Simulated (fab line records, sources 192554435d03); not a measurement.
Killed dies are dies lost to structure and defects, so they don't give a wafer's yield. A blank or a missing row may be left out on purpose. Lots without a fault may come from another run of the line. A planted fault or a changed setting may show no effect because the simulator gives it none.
Which tool did it? | flow n5_finfet | 7 lots, 21 wafers sampled, at 5 steps of a route of 1938

WHAT THE GAUGES READ, wafer by wafer
N5_BEOL_M0_SAQP_CD_MEAS_25: target cd 13.1 nm.
lot  | measured     | on        | cd_nm (nm)
L188 | day 6 09:11  | cd_sem-01 | 12.37 12.49 12.82
L190 | day 6 17:54  | cd_sem-01 | 12.82 12.34 12.45
L194 | day 7 21:52  | cd_sem-01 | 12.91 12.78 12.76
L196 | day 8 15:57  | cd_sem-02 | 12.94 12.60 12.66
L200 | day 9 09:09  | cd_sem-01 | - - -
L206 | day 10 20:15 | cd_sem-03 | 12.81 12.16 12.66
L208 | day 11 07:26 | cd_sem-01 | 12.81 12.73 13.12

WHICH TOOL RAN EACH LOT (tool, then ch and the chambers of the sampled wafers, then the start)
lot  | N5_BEOL_M0_SAQP_ETCH_83            | N5_BEOL_M0_SAQP_ETCH_84            | N5_BEOL_M0_SAQP_HM_OPEN_112        | N5_BEOL_M0_SAQP_MANDREL_ETCH_20
L188 | rie_diel-06 ch 0,1,2, day 6 07:39  | rie_diel-06 ch 0,1,2, day 6 07:42  | rie_diel-06 ch 0,1,2, day 6 07:48  | rie_si-06 ch 0,1, day 6 07:53
L190 | rie_diel-03 ch 0,1, day 6 16:21    | rie_diel-03 ch 0,1, day 6 16:24    | rie_diel-03 ch 0,1, day 6 16:31    | rie_si-01 ch 0,1,3, day 6 16:35
L194 | rie_diel-05 ch 0,1, day 7 20:20    | rie_diel-05 ch 0,1, day 7 20:23    | rie_diel-05 ch 0,1, day 7 20:29    | rie_si-06 ch 0,1,3, day 7 20:34
L196 | rie_diel-06 ch 0,2, day 8 11:52    | rie_diel-06 ch 0,2, day 8 11:55    | rie_diel-06 ch 0,2, day 8 12:01    | rie_si-01 ch 0,3, day 8 12:06
L200 | rie_diel-03 ch 1,2,3, day 9 07:28  | rie_diel-03 ch 1,2,3, day 9 07:31  | rie_diel-03 ch 1,2,3, day 9 07:38  | rie_si-06 ch 1,2, day 9 07:43
L206 | rie_diel-03 ch 0,3, day 10 18:41   | rie_diel-03 ch 0,3, day 10 18:44   | rie_diel-03 ch 0,3, day 10 18:51   | rie_si-04 ch 1,2,3, day 10 18:56
L208 | rie_diel-03 ch 0,1,3, day 11 05:53 | rie_diel-03 ch 0,1,3, day 11 05:56 | rie_diel-03 ch 0,1,3, day 11 06:03 | rie_si-06 ch 0,2,3, day 11 06:08
- N5_BEOL_M0_SAQP_ETCH_83: etches SiARC in CF4, target depth 39 nm, time 65 s.
- N5_BEOL_M0_SAQP_ETCH_84: etches SOC in N2/H2, target depth 100 nm, overetch 20 nm, time 150 s.
- N5_BEOL_M0_SAQP_HM_OPEN_112: chemistry CHF3/O2, target SiO2, stops on a-Si, target depth 12 nm, time 13.5 s.
- N5_BEOL_M0_SAQP_MANDREL_ETCH_20: etches a-Si in HBr/Cl2, stops on SiNx, target depth 60 nm, bt time 10 s, time 30 s.

THE ANSWER, worked out from the rows above alone
Rule: what is usual is taken from the lots themselves. Put in order of their means at a reading, lots are off if they are a third of the lots or fewer, leave a main group of 4 or more, and stand apart from it by a gap of 3 or more times the standard deviation of the main group's means; of several such gaps the widest counts. A main group whose means are all the same, to the digits that the tables above print for the reading, isn't used. A lot without any number at a reading at which 4 lots or more have one is off too. The other lots that the step has rows for count as sound.
Off: L200, at N5_BEOL_M0_SAQP_CD_MEAS_25 (cd_nm). Without a number there: L200. The main group: mean 12.68 nm, standard deviation 0.14.
A tool fits if, at a process step before that reading, it ran every lot that is off, and no sound lot after the first of them. The gauges at N5_BEOL_M0_SAQP_CD_MEAS_25 are tried like those tools. None of those tried fits.

WHAT THE SIMULATOR HAD PUT IN
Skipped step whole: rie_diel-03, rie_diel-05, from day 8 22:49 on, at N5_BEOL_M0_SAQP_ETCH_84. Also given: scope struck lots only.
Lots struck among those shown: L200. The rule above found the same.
